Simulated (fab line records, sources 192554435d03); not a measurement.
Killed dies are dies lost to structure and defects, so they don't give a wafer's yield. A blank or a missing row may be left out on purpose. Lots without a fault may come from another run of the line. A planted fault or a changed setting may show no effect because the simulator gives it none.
fab line records | flow n5_finfet
record lots=7 wafers=21 last_day=16
route steps=1938 shown BEOL_M8@1374 PASSIVATION@1936
lots that met no fault: from a run of the same line without faults
start_h: hours from the record's first day to the start of the lot's first wafer shown | wait_h: hours since the lot's step before | " the same as in the row above | L1.1+2: a row that stands for several wafers | - no value, or no start given | * or withheld: withheld | < > ~ a bound
route shown NAME@n: a module of which the file shows steps, and the number in the route of the first | usual: mean/standard deviation of fault-free wafers | same: alike in all rows | chamber/n: place in a boat | sites: the reading at each site | _std_site: their standard deviation | _edge_site: outer sites' mean less inner sites' | radius_mm: how far each site lies from the wafer's centre | mask NAME#n: copy n | behind: the tool/chamber that last shaped the wafer | hold: why the lot was held/for how many hours/how that ended | device: the transistor (n, p or np) that didn't switch | end of line: the same wafers' tests at the end of the route | a step without rows: its recipe alone | killed: dies lost to structure and defects at the first sort, not the wafer's yield | map: a wafer's dies, x killed, . not, _ none there
set.NAME: the setting as run; set.NAME@STEP: as run at that earlier step | model.NAME: the simulator's own value behind a step, which no gauge read
lots at some steps of the route; a table a step, a row a wafer
services: from which hour (start_h, from the record's first day; less than 0 if before it) a tool's chamber was out of use, for how many hours, and why
## steps
# step N5_BEOL_M8_VIA_ETCH_34
# recipe chemistry=C4F6/O2 target=SiCOH_lowk target_depth_a=1255 mask_material=SOC taper_deg=4 time_s=50.5 ion_energy_ev=250 pressure_mtorr=30 source_w=345 bias_w=185 Ar_flow_sccm=300 C4F6_flow_sccm=10 O2_flow_sccm=10
# usual C4F6_flow_sccm=9.998/0.027 drypump_motor_current_A=5.9/0.49 oes_product_au=0.79/0.073 rf_vpp_V=669/7.3 showerhead_plenum_p_Torr=2.91/0.081 throttle_valve_pct=20.89/0.22
# columns lot.wafer tool chamber start_h wait_h C4F6_flow_sccm drypump_motor_current_A oes_product_au rf_hours_counter_h rf_vpp_V showerhead_plenum_p_Torr throttle_valve_pct
L809.1 rie_diel-05 1 229.39 0.0 10.039 4.9 0.84 69 661 2.78 20.73
L809.4 " 0 " " 9.972 5.7 0.73 146 671 2.96 21.03
L809.6 " 3 " " 10.022 6.4 0.71 - 671 2.93 21.08
L812.1 rie_diel-02 3 243.98 0.0 9.995 5.8 0.81 114 676 2.98 21.10
L812.3 " 2 " " 9.985 6.1 0.92 13 675 3.03 20.90
L812.5 " 3 " " 10.010 5.8 0.80 - 676 2.98 21.10
L819.1 rie_diel-03 3 295.77 0.0 9.976 6.1 0.72 201 655 2.82 20.99
L819.3 " 2 " " 10.018 5.8 0.81 75 664 2.99 21.09
L819.5 " 2 " " 9.985 5.8 0.81 - 666 2.99 21.08
L821.2 rie_diel-02 3 296.02 0.0 10.000 5.8 0.80 131 675 2.97 21.13
L821.5 " 2 " " 9.985 6.0 0.88 - 674 3.02 20.91
L821.6 " 1 " " 9.972 5.0 0.82 - 662 2.76 20.79
L820.2 rie_diel-03 0 307.96 0.0 9.947 6.4 0.84 51 675 2.89 20.65
L820.3 " 2 " " 10.009 5.8 0.82 81 666 2.99 21.09
L820.6 " 0 " " 9.949 6.4 0.84 - 676 2.89 20.66
L824.1 rie_diel-05 0 318.72 0.0 10.025 5.7 0.71 179 669 2.95 21.10
L824.5 " 2 " " 9.990 6.0 0.90 - 669 2.90 20.39
L824.6 " 3 " " 10.028 6.3 0.69 - 670 2.92 21.14
L825.2 rie_diel-02 3 328.98 0.0 9.988 5.8 0.79 143 676 2.97 21.15
L825.4 " 0 " " 10.016 6.2 0.70 232 681 2.94 21.03
L825.5 " 1 " " 10.021 4.9 0.82 - 660 2.76 20.80
# step N5_BEOL_M8_STRIP_76
# recipe chemistry=C4F6/O2 resist=SiARC rf_frequency_hz=6e+07
# step N5_BEOL_M8_STRIP_36
# recipe chemistry=N2/H2 power_w=450 temp_c=40 pressure_mtorr=20 rf_frequency_hz=6e+07 overash_fraction=0.3 bias_power_w=7 h2_frac=0.5 n2_flow_sccm=200 h2_flow_sccm=200
# usual drypump_motor_current_A=6.0/0.48 oes_product_au=0.79/0.075 rf_vpp_V=59.0/1.3 showerhead_plenum_p_Torr=2.60/0.075 throttle_valve_pct=23.7/0.31
# columns lot.wafer tool chamber start_h wait_h drypump_motor_current_A oes_product_au rf_hours_counter_h rf_vpp_V showerhead_plenum_p_Torr throttle_valve_pct
L809.1 rie_diel-05 1 229.44 0.0 4.9 0.86 69 59.0 2.46 23.2
L809.4 " 0 " " 5.7 0.73 146 59.4 2.66 24.0
L809.6 " 3 " " 6.4 0.70 - 59.5 2.61 23.6
L812.1 rie_diel-02 3 244.04 0.0 5.8 0.81 114 58.6 2.66 24.0
L812.3 " 2 " " 6.0 0.93 13 57.4 2.71 23.5
L812.5 " 3 " " 5.8 0.81 - 58.2 2.66 24.0
L819.1 rie_diel-03 3 295.82 0.0 6.1 0.72 201 61.0 2.51 23.7
L819.3 " 2 " " 5.8 0.80 75 57.9 2.69 24.1
L819.5 " 2 " " 5.8 0.81 - 61.0 2.69 24.1
L821.2 rie_diel-02 3 296.08 0.0 5.8 0.78 131 61.3 2.65 24.0
L821.5 " 2 " " 6.1 0.89 - 56.8 2.70 23.6
L821.6 " 1 " " 5.0 0.83 - 59.0 2.48 23.8
L820.2 rie_diel-03 0 308.01 0.0 6.4 0.85 51 61.3 2.58 23.4
L820.3 " 2 " " 5.8 0.82 81 60.5 2.68 24.1
L820.6 " 0 " " 6.4 0.85 - 59.9 2.58 23.4
L824.1 rie_diel-05 0 318.77 0.0 5.7 0.70 179 58.7 2.64 24.0
L824.5 " 2 " " 5.9 0.90 - 58.6 2.59 23.2
L824.6 " 3 " " 6.4 0.69 - 57.3 2.60 23.6
L825.2 rie_diel-02 3 329.03 0.0 5.8 0.79 143 60.3 2.65 24.0
L825.4 " 0 " " 6.2 0.69 232 59.3 2.61 23.7
L825.5 " 1 " " 5.0 0.82 - 57.2 2.47 23.8
# step N5_BEOL_M8_TRENCH_ETCH_37
# recipe chemistry=C4F6/O2 target_depth_a=934.78 target=SiCOH_lowk time_s=31.2 ion_energy_ev=250 pressure_mtorr=30 source_w=345 bias_w=185 Ar_flow_sccm=300 C4F6_flow_sccm=10 O2_flow_sccm=10
# step N5_BEOL_M8_ETCH_41
# recipe chemistry=CH3F/O2 target=SiCN target_depth_a=319 taper_deg=2 time_s=57.8 ion_energy_ev=120 mask_material=TiN pressure_mtorr=30 source_w=395 bias_w=75 Ar_flow_sccm=150 CH3F_flow_sccm=30 O2_flow_sccm=20
# usual drypump_motor_current_A=5.9/0.48 oes_product_au=0.79/0.074 rf_vpp_V=298.3/1.5 showerhead_plenum_p_Torr=2.05/0.059 throttle_valve_pct=16.32/0.22
# columns lot.wafer tool chamber start_h wait_h drypump_motor_current_A oes_product_au rf_hours_counter_h rf_vpp_V showerhead_plenum_p_Torr throttle_valve_pct
L809.1 rie_diel-05 1 - - 4.9 0.85 69 294.4 1.95 16.15
L809.4 " 0 " " 5.7 0.73 146 298.4 2.09 16.45
L809.6 " 3 " " 6.4 0.70 - 298.0 2.06 16.57
L812.1 rie_diel-02 3 - - 5.8 0.81 114 298.3 2.10 16.48
L812.3 " 2 " " 6.1 0.92 13 300.0 2.14 16.26
L812.5 " 3 " " 5.8 0.81 - 299.7 2.10 16.48
L819.1 rie_diel-03 3 - - 6.1 0.72 201 297.1 1.98 16.46
L819.3 " 2 " " 5.8 0.83 75 298.9 2.11 16.47
L819.5 " 2 " " 5.8 0.80 - 300.7 2.11 16.45
L821.2 rie_diel-02 3 - - 5.8 0.80 131 298.0 2.09 16.52
L821.5 " 2 " " 6.1 0.88 - 302.0 2.13 16.29
L821.6 " 1 " " 5.0 0.83 - 296.5 1.94 16.21
L820.2 rie_diel-03 0 - - 6.4 0.85 51 298.4 2.03 16.08
L820.3 " 2 " " 5.8 0.81 81 299.9 2.11 16.49
L820.6 " 0 " " 6.4 0.85 - 296.9 2.03 16.08
L824.1 rie_diel-05 0 - - 5.7 0.71 179 298.9 2.07 16.52
L824.5 " 2 " " 5.9 0.90 - 297.0 2.04 15.82
L824.6 " 3 " " 6.4 0.68 - 297.7 2.05 16.62
L825.2 rie_diel-02 3 - - 5.8 0.78 143 299.0 2.09 16.55
L825.4 " 0 " " 6.2 0.69 232 299.5 2.07 16.48
L825.5 " 1 " " 4.9 0.81 - 297.5 1.94 16.25
# step N5_BEOL_M8_STRIP_80
# recipe chemistry=N2/H2 time_s=10 power_w=450 temp_c=40 pressure_mtorr=20 rf_frequency_hz=6e+07 bias_power_w=7 n2_flow_sccm=200 h2_flow_sccm=200
# usual drypump_motor_current_A=6.0/0.48 oes_product_au=0.79/0.075 rf_vpp_V=59.4/0.89 showerhead_plenum_p_Torr=2.60/0.075 throttle_valve_pct=23.7/0.31
# columns lot.wafer tool chamber start_h wait_h drypump_motor_current_A oes_product_au rf_hours_counter_h rf_vpp_V showerhead_plenum_p_Torr throttle_valve_pct
L809.1 rie_diel-05 1 - - 4.9 0.85 69 59.2 2.46 23.2
L809.4 " 0 " " 5.7 0.72 146 58.7 2.66 24.0
L809.6 " 3 " " 6.4 0.71 - 60.2 2.61 23.6
L812.1 rie_diel-02 3 - - 5.8 0.80 114 60.3 2.66 24.0
L812.3 " 2 " " 6.1 0.92 13 58.8 2.71 23.5
L812.5 " 3 " " 5.8 0.80 - 59.2 2.66 24.0
L819.1 rie_diel-03 3 - - 6.1 0.73 201 57.9 2.51 23.7
L819.3 " 2 " " 5.8 0.82 75 60.3 2.69 24.1
L819.5 " 2 " " 5.8 0.80 - 60.9 2.69 24.1
L821.2 rie_diel-02 3 - - 5.8 0.80 131 60.3 2.65 24.0
L821.5 " 2 " " 6.1 0.88 - 60.4 2.70 23.5
L821.6 " 1 " " 5.0 0.83 - 59.3 2.48 23.8
L820.2 rie_diel-03 0 - - 6.4 0.84 51 59.5 2.58 23.4
L820.3 " 2 " " 5.8 0.82 81 58.8 2.68 24.1
L820.6 " 0 " " 6.4 0.84 - 58.7 2.58 23.4
L824.1 rie_diel-05 0 - - 5.7 0.70 179 59.7 2.64 24.1
L824.5 " 2 " " 5.9 0.91 - 59.4 2.59 23.1
L824.6 " 3 " " 6.4 0.69 - 60.2 2.60 23.6
L825.2 rie_diel-02 3 - - 5.8 0.77 143 59.6 2.65 24.0
L825.4 " 0 " " 6.1 0.68 232 59.3 2.61 23.7
L825.5 " 1 " " 5.0 0.82 - 57.9 2.47 23.8
# step N5_BEOL_M8_OCD_MEAS_38
# usual trench_depth_nm=93.1/1.3
# columns lot.wafer tool chamber start_h wait_h trench_depth_nm
L809.1 ocd-01 - 229.64 - 94.8
L809.4 " - " " 93.9
L809.6 " - " " 94.2
L812.1 ocd-02 - 244.23 - 94.5
L812.3 " - " " 93.0
L812.5 " - " " 93.9
L819.1 ocd-02 - 296.02 - 92.2
L819.3 " - " " 93.9
L819.5 " - " " 92.6
L821.2 ocd-01 - 296.27 - 95.2
L821.5 " - " " 93.5
L821.6 " - " " 93.0
L820.2 ocd-02 - 308.21 - 92.4
L820.3 " - " " 93.5
L820.6 " - " " 92.8
L824.1 ocd-02 - 318.97 - 93.8
L824.5 " - " " 96.9
L824.6 " - " " 92.9
L825.2 ocd-02 - 329.23 - 93.8
L825.4 " - " " 91.2
L825.5 " - " " 92.2
# step N5_BEOL_M8_HM_STRIP_39
# recipe chemistry=peroxide_tin_strip material=TiN target_depth_a=250 temp_c=50 time_s=158
# step N5_BEOL_M8_SRD_40
# recipe time_s=30 temp_c=23 rinse_liquid=diw dry=ipa_marangoni
# step N5_BEOL_M8_PRECLEAN_42
# recipe chemistry=residue_remover time_s=60 temp_c=40
# step N5_BEOL_M8_SRD_43
# recipe time_s=30 temp_c=23 rinse_liquid=diw dry=ipa_marangoni
# step N5_BEOL_M8_CD_MEAS_35
# recipe target_cd_nm=40 polarity=opening
# usual cd_nm=39.8/0.46
# columns lot.wafer tool chamber start_h wait_h cd_nm
L809.1 cd_sem-03 - 229.79 0.0 40.7
L809.4 " - " " 40.5
L809.6 " - " " 40.1
L812.1 cd_sem-02 - 244.39 0.0 40.6
L812.3 " - " " 40.1
L812.5 " - " " 40.4
L819.1 cd_sem-03 - 296.17 0.0 39.5
L819.3 " - " " 39.2
L819.5 " - " " 39.7
L821.2 cd_sem-03 - 296.43 0.0 39.3
L821.5 " - " " 39.1
L821.6 " - " " 39.2
L820.2 cd_sem-01 - 308.36 0.0 40.5
L820.3 " - " " 40.4
L820.6 " - " " 39.9
L824.1 cd_sem-01 - 319.12 0.0 40.2
L824.5 " - " " 39.6
L824.6 " - " " 39.8
L825.2 cd_sem-01 - 329.39 0.0 39.7
L825.4 " - " " 39.8
L825.5 " - " " 40.1
# step N5_BEOL_M8_CURE_75
# recipe temp_c=370 time_s=120 ambient=DMADMS/He material=SiCOH_lowk
# usual lamp_power_pct=52.32/0.055 run_length_s=179.3/1.8 wafer_temp_C_max=372.0/0.61
# columns lot.wafer tool chamber start_h wait_h lamp_power_pct run_length_s wafer_temp_C_max
L809.1 uv_cure-03 1 229.83 0.0 52.27 177.3 371.6
L809.4 " 1 " " 52.32 177.2 371.6
L809.6 " 1 " " 52.35 177.6 372.0
L812.1 uv_cure-01 1 244.44 0.0 52.25 182.4 373.0
L812.3 " 1 " " 52.39 182.4 373.0
L812.5 " 1 " " 52.23 181.7 372.9
L819.1 uv_cure-03 0 296.26 0.1 - - -
L819.3 " 0 " " - - -
L819.5 " 0 " " - - -
L821.2 uv_cure-02 2 296.78 0.3 - - -
L821.5 " 2 " " - - -
L821.6 " 2 " " - - -
L820.2 uv_cure-03 2 308.45 0.1 - - -
L820.3 " 2 " " - - -
L820.6 " 2 " " - - -
L824.1 uv_cure-03 0 319.62 0.5 52.25 178.3 371.7
L824.5 " 0 " " 52.34 179.0 371.7
L824.6 " 0 " " 52.24 179.0 371.4
L825.2 uv_cure-03 0 329.48 0.1 52.33 178.9 372.1
L825.4 " 0 " " 52.26 178.6 371.5
L825.5 " 0 " " 52.28 178.8 371.3
# step N5_BEOL_M8_DEGAS_44
# recipe ambient=vacuum temp_c=250 time_s=60
# usual heater_power_w=325/17
# columns lot.wafer tool chamber start_h wait_h heater_power_w
L809.1 pvd_sputter-02 - 230.38 0.5 312
L809.4 " - " " 327
L809.6 " - " " 324
L812.1 pvd_sputter-02 - 245.27 0.7 318
L812.3 " - " " 320
L812.5 " - " " 322
L819.1 pvd_sputter-01 - 296.72 0.4 331
L819.3 " - " " 283
L819.5 " - " " 326
L821.2 pvd_sputter-03 - 297.44 0.6 327
L821.5 " - " " 317
L821.6 " - " " 333
L820.2 pvd_sputter-01 - 309.98 1.5 333
L820.3 " - " " 349
L820.6 " - " " 339
L824.1 pvd_sputter-02 - 320.02 0.3 330
L824.5 " - " " 361
L824.6 " - " " 323
L825.2 pvd_sputter-03 - 331.46 1.9 316
L825.4 " - " " 337
L825.5 " - " " 331
# step N5_PASSIVATION_PROBE_49
# usual defect_limited_yield=91.5/1.3 killed_at_M0_to_M3=33/10 killed_at_M4_up=13/4 killed_at_contacts=12/6.3 killed_at_front_end=39/11 killed_at_other=3.4/2.6 killed_dies=100/15 killed_on_rim=13/4 killed_open=65/11 killed_short=34/7.8 sort_bin_5_function=5.0/0.89 sort_bin_6_memory=3.2/0.58 sort_n_pass=1080/15 sort_yield_pct=91.5/1.3
# same gross_dies=1180 killed_at_back_side=0 sort_bin_4_leakage[%]=0 sort_bin_8_speed[%]=0
# columns lot.wafer tool chamber start_h wait_h defect_limited_yield[%] killed_at_M0_to_M3 killed_at_M4_up killed_at_contacts killed_at_front_end killed_at_other killed_dies killed_on_rim killed_open killed_short sort_bin_5_function[%] sort_bin_6_memory[%] sort_n_pass sort_yield_pct[%]
L809.1 prober-01 - 299.04 0.0 91.2 40 12 22 24 6 104 12 78 26 5.4 3.2 1076 91.2
L809.4 prober-01 - 299.19 0.2 93.1 18 15 13 35 1 82 9 51 29 4.0 2.7 1098 93.1
L809.6 prober-01 - 299.29 0.3 90.2 30 9 21 50 6 116 16 74 42 6.1 3.1 1064 90.2
L821.2 prober-01 - 363.49 0.1 92.6 37 9 8 29 4 87 10 61 26 4.3 2.9 1093 92.6
L821.5 prober-01 - 363.64 0.2 91.3 35 8 7 46 7 103 10 60 43 5.2 3.3 1077 91.3
L821.6 prober-01 - 363.69 0.3 91.4 40 9 2 48 3 102 17 58 44 4.9 3.2 1078 91.4
L820.2 prober-02 - 382.09 0.1 91.0 28 9 17 47 5 106 12 65 41 4.7 3.9 1074 91.0
L820.3 prober-02 - 382.14 0.1 93.4 22 10 8 36 2 78 13 53 25 4.6 1.9 1102 93.4
L820.6 prober-02 - 382.29 0.3 87.3 71 15 26 38 0 150 17 84 65 7.6 4.5 1030 87.3
# killed by level:class
L809.1 MOL_CONTACT_COAG:geometric_particle:open=15 BEOL_M2:geometric_particle:open=11 BEOL_M3:geometric_particle:open=11 STI_FIN_REVEAL:geometric_particle:open=8 FIN_SAQP:geometric_particle:open=7 MOL_CONTACT_COAG:geometric_particle:short=7 BEOL_M4:geometric_particle:open=6 BEOL_M0_SAQP:geometric_particle:short=5
L809.4 FIN_SAQP:geometric_particle:open=15 MOL_CONTACT_COAG:geometric_particle:open=9 BEOL_M4:geometric_particle:open=6 FIN_SAQP:geometric_particle:short=5 MOL_CONTACT_COAG:geometric_particle:short=4 BEOL_M2:geometric_particle:open=4 STARTING-WAFER:geometric_particle:short=4 BEOL_M0_SAQP:geometric_particle:open=3
L809.6 MOL_CONTACT_COAG:geometric_particle:open=17 BEOL_M2:geometric_particle:open=15 STI_FIN_REVEAL:geometric_particle:open=11 FIN_SAQP:geometric_particle:open=8 STI_FIN_REVEAL:geometric_particle:short=7 FIN_SAQP:geometric_particle:short=6 BEOL_M2:geometric_particle:short=6 PASS1_CAP:geometric_particle:short=6
L821.2 BEOL_M3:geometric_particle:open=10 BEOL_M1:geometric_particle:open=7 STI_FIN_REVEAL:geometric_particle:open=6 GATE_CUT:geometric_particle:open=6 BEOL_M0_SAQP:geometric_particle:open=6 FIN_SAQP:geometric_particle:open=5 MOL_CONTACT_COAG:geometric_particle:open=5 BEOL_M2:geometric_particle:open=5
L821.5 BEOL_M0_SAQP:geometric_particle:open=10 BEOL_M0_SAQP:geometric_particle:short=10 FIN_SAQP:geometric_particle:short=8 FIN_SAQP:geometric_particle:open=8 STI_FIN_REVEAL:geometric_particle:open=6 BEOL_M3:geometric_particle:open=6 MOL_CONTACT_COAG:geometric_particle:open=5 STARTING-WAFER:geometric_particle:open=5
L821.6 BEOL_M3:geometric_particle:open=12 GATE_CUT:geometric_particle:short=10 BEOL_M0_SAQP:geometric_particle:short=10 BEOL_M0_SAQP:geometric_particle:open=9 FIN_SAQP:geometric_particle:short=7 FIN_SAQP:geometric_particle:open=6 ILD0:geometric_particle:short=5 DUMMY_GATE:geometric_particle:open=4
L820.2 FIN_SAQP:geometric_particle:open=15 MOL_CONTACT_COAG:geometric_particle:open=11 FIN_SAQP:geometric_particle:short=9 BEOL_M3:geometric_particle:open=7 MOL_CONTACT_COAG:geometric_particle:short=6 BEOL_M1:geometric_particle:open=6 BEOL_M0_SAQP:geometric_particle:open=5 BEOL_M0_SAQP:geometric_particle:short=4
L820.3 FIN_SAQP:geometric_particle:short=10 MOL_CONTACT_COAG:geometric_particle:open=8 BEOL_M1:geometric_particle:open=8 FIN_SAQP:geometric_particle:open=7 STI_FIN_REVEAL:geometric_particle:open=6 BEOL_M0_SAQP:geometric_particle:open=4 BEOL_M0_SAQP:geometric_particle:short=4 BEOL_M3:geometric_particle:open=4
L820.6 BEOL_M0_SAQP:geometric_particle:short=20 MOL_CONTACT_COAG:geometric_particle:open=19 FIN_SAQP:geometric_particle:short=12 BEOL_M0_SAQP:geometric_particle:open=11 BEOL_M2:geometric_particle:open=10 BEOL_M3:geometric_particle:open=10 BEOL_M1:geometric_particle:open=10 MOL_CONTACT_COAG:geometric_particle:short=7
## services
# columns tool chamber start_h hours kind
uv_cure-01 - 220.60 2.1 pm
rie_diel-03 1 222.81 2.7 repair
rie_diel-02 0 236.29 1.6 repair
rie_diel-05 2 248.47 1.5 repair
rie_diel-05 2 250.18 - clean
rie_diel-05 2 250.18 - consumable_replace:focus_ring
rie_diel-05 2 250.18 13.4 scheduled_down
rie_diel-05 2 250.18 13.4 vent_cycle
rie_diel-03 0 253.76 5.9 repair
rie_diel-05 1 276.26 3.2 repair
pvd_sputter-01 - 283.92 0.7 repair
uv_cure-02 - 291.28 1.2 repair
rie_diel-05 - 322.76 14.6 pm
## key
first_sign step=N5_BEOL_M8_CURE_75 reading=tool_record direction=missing
effect none on later readings
met_at N5_BEOL_M8_CURE_75
struck_wafers L819.1,L819.3,L819.5,L820.2,L820.3,L820.6,L821.2,L821.5,L821.6
onset_between 229.83 296.26
earlier_fault kind=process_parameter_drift tool=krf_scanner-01 chamber=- onset_h=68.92 steps=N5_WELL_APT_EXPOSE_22 channel=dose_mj offset=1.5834 shape=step acts_in=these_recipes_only stated=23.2
earlier_fault kind=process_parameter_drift tool=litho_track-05 chamber=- onset_h=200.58 steps=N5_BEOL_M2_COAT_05 channel=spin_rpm offset=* shape=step acts_in=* stated=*
fault kind=skipped_step_whole tool=uv_cure-02,uv_cure-03 chamber=- onset_h=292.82 steps=N5_BEOL_M8_CURE_75 scope=struck_lots_only
